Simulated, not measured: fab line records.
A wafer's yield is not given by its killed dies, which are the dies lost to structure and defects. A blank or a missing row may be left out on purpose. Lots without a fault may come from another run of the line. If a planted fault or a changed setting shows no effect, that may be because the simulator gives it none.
Split-lot experiment + flow n5-finfet + 21 wafers read from 7 lots, route of 1938 steps

SPLIT DETAILS
At N5_FIN_SAQP_DESCUM_21 (chemistry O2, time 7.9 s), the setting time-s was moved away from the recipe's 7.9 s on 3 of the 21 wafers read, by -22.3% to +19.7%. The other wafers ran this setting at the recipe's value.

The file shows no step between the split and the reading.

THE READING
CAR-ArF_of_FIN_SAQP_COAT_10.thk-nm (the simulator's own value, which no gauge read), in nm, at N5_FIN_SAQP_ETCH_51 (etches SiARC in CF4, target depth 45.5 nm, time 75.8 s). The file does not state a usual value for it. Average 50.88 nm, standard deviation 0.3 nm, over the 18 wafers here run with the recipe.

| wafer  | tool, chamber at the split | time-s as run, s | against the recipe | CAR-ArF_of_FIN_SAQP_COAT_10.thk-nm, nm | against lot-mates on the recipe |
|--------|----------------------------|------------------|--------------------|----------------------------------------|---------------------------------|
| L074.2 | rie-diel-02, 0             | 7.9              | recipe             | 50.63                                  | -                               |
| L074.3 | rie-diel-02, 1             | 7.9              | recipe             | 50.82                                  | -                               |
| L074.4 | rie-diel-02, 2             | 7.9              | recipe             | 50.73                                  | -                               |
| L075.2 | rie-diel-02, 1             | 7.9              | recipe             | 50.61                                  | -                               |
| L075.3 | rie-diel-02, 3             | 7.9              | recipe             | 50.59                                  | -                               |
| L075.6 | rie-diel-02, 1             | 7.9              | recipe             | 50.55                                  | -                               |
| L077.1 | rie-diel-06, 2             | 7.9              | recipe             | 50.87                                  | -                               |
| L077.5 | rie-diel-06, 0             | 6.472            | -18.1%             | 51.72                                  | +0.84                           |
| L077.6 | rie-diel-06, 1             | 7.9              | recipe             | 50.9                                   | -                               |
| L078.1 | rie-diel-04, 0             | 7.9              | recipe             | 51.62                                  | -                               |
| L078.3 | rie-diel-04, 2             | 7.9              | recipe             | 51.37                                  | -                               |
| L078.6 | rie-diel-04, 1             | 7.9              | recipe             | 51.43                                  | -                               |
| L088.2 | rie-diel-04, 0             | 7.9              | recipe             | 50.71                                  | -                               |
| L088.4 | rie-diel-04, 3             | 7.9              | recipe             | 50.55                                  | -                               |
| L088.5 | rie-diel-04, 1             | 6.142            | -22.3%             | 51.78                                  | +1.15                           |
| L095.1 | rie-diel-04, 3             | 7.9              | recipe             | 50.92                                  | -                               |
| L095.3 | rie-diel-04, 2             | 7.9              | recipe             | 50.87                                  | -                               |
| L095.5 | rie-diel-04, 3             | 9.457            | +19.7%             | 50.14                                  | -0.75                           |
| L096.1 | rie-diel-06, 3             | 7.9              | recipe             | 50.84                                  | -                               |
| L096.3 | rie-diel-06, 0             | 7.9              | recipe             | 50.96                                  | -                               |
| L096.5 | rie-diel-06, 3             | 7.9              | recipe             | 50.8                                   | -                               |

THE FIT
A straight line over all 21 wafers: CAR-ArF_of_FIN_SAQP_COAT_10.thk-nm changes by -0.0411 nm for each +1% of time-s; r = -0.74; the points scatter about the line by 0.29 nm.
The same after taking each lot's own level away (the mean of its wafers on the recipe; 21 wafers): -0.0457 nm for each +1%; r = -0.98; scatter 0.079 nm.
On that fit, the largest move of time-s shifts the reading by 1 nm.
Measured against the standard deviation above, the lots' own levels, which go from 50.583 to 51.473 nm, span 3.0 times it.
So the lot-to-lot level blurs the effect unless lot-mates are compared.
Check: +0.94 nm against its lot-mates is what the line predicts for one of the wafers moved furthest among these (-22.3%) when that wafer is left out of the fit. It came out at +1.15 nm against them.

OTHER SPLITS ON THESE WAFERS
Other splits were also applied to these wafers ahead of the reading. Each is held against what the fit with the lots' levels taken away leaves over:
| other split on the same wafers          | wafers away from the commonest value | r with CAR-ArF_of_FIN_SAQP_COAT_10.thk-nm (lot level and that fit taken away) |
|-----------------------------------------|--------------------------------------|-------------------------------------------------------------------------------|
| N5_ZERO_LAYER_EXPOSE_08 dose-mj         | 11                                   | -0.08                                                                         |
| N5_ZERO_LAYER_DEVELOP_10 develop-time-s | 5                                    | -0.08                                                                         |
| N5_WELL_APT_COAT_19 spin-rpm            | 8                                    | +0.09                                                                         |
| N5_WELL_APT_PEB_23 peb-time-s           | 8                                    | -0.05                                                                         |

THE WHOLE CHAIN: every reading that the file lists as answering this split, in the file's order
| step                  | what it does                                           | reading                                                                             | change (the file's fit)                | r (the file's) |
|-----------------------|--------------------------------------------------------|-------------------------------------------------------------------------------------|----------------------------------------|----------------|
| N5_FIN_SAQP_DESCUM_21 | chemistry O2, time 7.9 s                               | CAR-ArF_of_FIN_SAQP_COAT_10.thk-nm (the simulator's own value, which no gauge read) | -0.0476 nm for each +1% of the setting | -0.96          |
| N5_FIN_SAQP_ETCH_51   | etches SiARC in CF4, target depth 45.5 nm, time 75.8 s | CAR-ArF_of_FIN_SAQP_COAT_10.thk-nm (the simulator's own value, which no gauge read) | -0.0457 nm for each +1% of the setting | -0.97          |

THE FILE'S OWN FIT
CAR-ArF_of_FIN_SAQP_COAT_10.thk-nm changes by -0.0457 nm for each +1% of time-s, r = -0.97.
